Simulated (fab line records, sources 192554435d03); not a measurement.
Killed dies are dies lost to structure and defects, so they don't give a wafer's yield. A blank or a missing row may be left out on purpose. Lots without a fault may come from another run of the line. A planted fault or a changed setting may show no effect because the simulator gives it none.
Which tool did it? | flow n5_finfet | 10 lots, 30 wafers sampled, at 3 steps of a route of 1938

WHAT THE GAUGES READ, wafer by wafer
N5_HKMG_FIN_INSPECT_14: inspects for defects (macro). Usual: raw_defect_count 2.0, standard deviation 1.3.
lot  | measured    | on                | raw_defect_count | flag
L143 | day 4 03:50 | defect_inspect-02 | 1 1 0            |
L146 | day 4 18:37 | defect_inspect-01 | 1 1 1            |
L147 | day 5 04:02 | defect_inspect-02 | 3 3 1            |
L149 | day 5 13:34 | defect_inspect-02 | >300 >300 >300   | OFF
L150 | day 5 21:19 | defect_inspect-01 | >300 >300 >300   | OFF
L158 | day 7 20:49 | defect_inspect-01 | 3 2 2            |
L159 | day 8 02:15 | defect_inspect-02 | 1 4 0            |
L161 | day 8 16:23 | defect_inspect-01 | 3 1 2            |
L165 | day 9 17:25 | defect_inspect-02 | 1 1 1            |
L166 | day 9 19:52 | defect_inspect-01 | 4 1 2            |

WHICH TOOL RAN EACH LOT (tool, then ch and the chambers of the sampled wafers, then the start)
lot  | N5_HKMG_FIN_STRIP_93              | N5_HKMG_FIN_ALD_79
L143 | rie_diel-01 ch 0,2, day 4 01:10   | ald_metal-01 ch 0,1, day 4 01:48
L146 | rie_diel-04 ch 1,2,3, day 4 16:08 | ald_metal-02 ch 0,1,2, day 4 16:46
L147 | rie_diel-05 ch 0,1,2, day 5 01:22 | ald_metal-03 ch 0,2, day 5 02:01
L149 | rie_diel-05 ch 1,3, day 5 11:04   | ald_metal-02 ch 0,1,3, day 5 11:44
L150 | rie_diel-05 ch 0,1,2, day 5 18:41 | ald_metal-02 ch 1,2, day 5 19:19
L158 | rie_diel-01 ch 0,1, day 7 18:12   | ald_metal-03 ch 1,2,3, day 7 18:50
L159 | rie_diel-01 ch 0,3, day 7 23:36   | ald_metal-02 ch 2,3, day 8 00:14
L161 | rie_diel-04 ch 1,2,3, day 8 13:47 | ald_metal-01 ch 0,1,3, day 8 14:25
L165 | rie_diel-01 ch 1,2, day 9 14:41   | ald_metal-02 ch 0,2,3, day 9 15:20
L166 | rie_diel-01 ch 0,1,2, day 9 17:22 | ald_metal-03 ch 0,1, day 9 18:01
- N5_HKMG_FIN_STRIP_93: strips SOC in N2/H2, time 20 s.
- N5_HKMG_FIN_ALD_79: deposits TiN, target thk 1.5 nm, pulse time 1 s, purge time 3 s.

WHAT THE TOOLS THEMSELVES READ (means of the sampled wafers that have a number; where no wafer has one, the mark that the record gives instead)
N5_HKMG_FIN_STRIP_93. Usual: drypump_motor_current_A 5.3 A, standard deviation 0.57; oes_product_au 0.75 a.u., standard deviation 0.087; rf_fwd_power_W 496.6 W, standard deviation 1.8; rf_vpp_V 54.1 V, standard deviation 0.84; showerhead_plenum_p_Torr 3.33 Torr, standard deviation 0.091; throttle_valve_pct 19.0 %, standard deviation 0.34.
lot  | tool        | drypump_motor_current_A (A) | oes_product_au (a.u.) | rf_fwd_power_W (W) | rf_vpp_V (V) | showerhead_plenum_p_Torr (Torr) | throttle_valve_pct (%) | flag
L143 | rie_diel-01 | 5.4                         | 0.68                  | 494.5              | 54.2         | 3.30                            | 18.9                   |
L146 | rie_diel-04 | 5.2                         | 0.70                  | 496.9              | 54.2         | 3.30                            | 19.2                   |
L147 | rie_diel-05 | 5.9                         | 0.76                  | 496.9              | 53.0         | 3.33                            | 18.7                   |
L149 | rie_diel-05 | 5.9                         | 0.75                  | 497.5              | 53.6         | 3.25                            | 19.0                   |
L150 | rie_diel-05 | 5.9                         | 0.76                  | 498.0              | 54.9         | 3.33                            | 18.8                   |
L158 | rie_diel-01 | 4.9                         | 0.87                  | 495.8              | 54.4         | 3.33                            | 18.7                   |
L159 | rie_diel-01 | 4.9                         | 0.84                  | 494.6              | 54.8         | 3.29                            | 18.7                   |
L161 | rie_diel-04 | 5.2                         | 0.78                  | 494.9              | 54.4         | 3.41                            | 19.1                   |
L165 | rie_diel-01 | 5.8                         | 0.67                  | 495.2              | 54.2         | 3.36                            | 19.1                   |
L166 | rie_diel-01 | 5.3                         | 0.75                  | 496.2              | 54.0         | 3.34                            | 18.9                   |

N5_HKMG_FIN_ALD_79. Usual: heater_power_w 925 W, standard deviation 75; precursor_pulse_height_rel 1.003, standard deviation 0.019.
lot  | tool         | heater_power_w (W) | precursor_pulse_height_rel | flag
L143 | ald_metal-01 | 1052               | 1.001                      |
L146 | ald_metal-02 | 899                | 1.012                      |
L147 | ald_metal-03 | 873                | 0.998                      |
L149 | ald_metal-02 | 867                | 0.974                      |
L150 | ald_metal-02 | 926                | 1.005                      |
L158 | ald_metal-03 | 874                | 0.998                      |
L159 | ald_metal-02 | 913                | 1.011                      |
L161 | ald_metal-01 | 998                | 1.000                      |
L165 | ald_metal-02 | 893                | 0.993                      |
L166 | ald_metal-03 | 919                | 1.010                      |

THE ANSWER, worked out from the rows above alone
Rule: a lot is off if the mean of its wafers that have a number lies more than 3 standard deviations from the usual mean. A lot without any number at a reading at which 4 lots or more have one is off too. The other lots that the step has rows for count as sound. The gauges are gone through in route order, then the tools' own readings, and for those a lot's mean is taken as printed above. The first step at which some lot is off is used, and at that step the reading that is off furthest; a lot without a number counts as furthest.
Off: L149, L150, at N5_HKMG_FIN_INSPECT_14 (raw_defect_count). Without a number there: L149, L150.
A tool fits if, at a process step before that reading, it ran every lot that is off, and no sound lot after the first of them. The gauges at N5_HKMG_FIN_INSPECT_14 are tried like those tools. One fits: rie_diel-05 at N5_HKMG_FIN_STRIP_93. Its last sound lot is L147 (day 5 01:22), its first lot that is off L149 (day 5 11:04): a fault that began between those two fits.

WHAT THE SIMULATOR HAD PUT IN
Chamber particle source: rie_diel-05, from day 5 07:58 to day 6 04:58, at N5_HKMG_FIN_STRIP_93. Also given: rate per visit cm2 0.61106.
Lots struck among those shown: L149, L150. The rule above found the same.
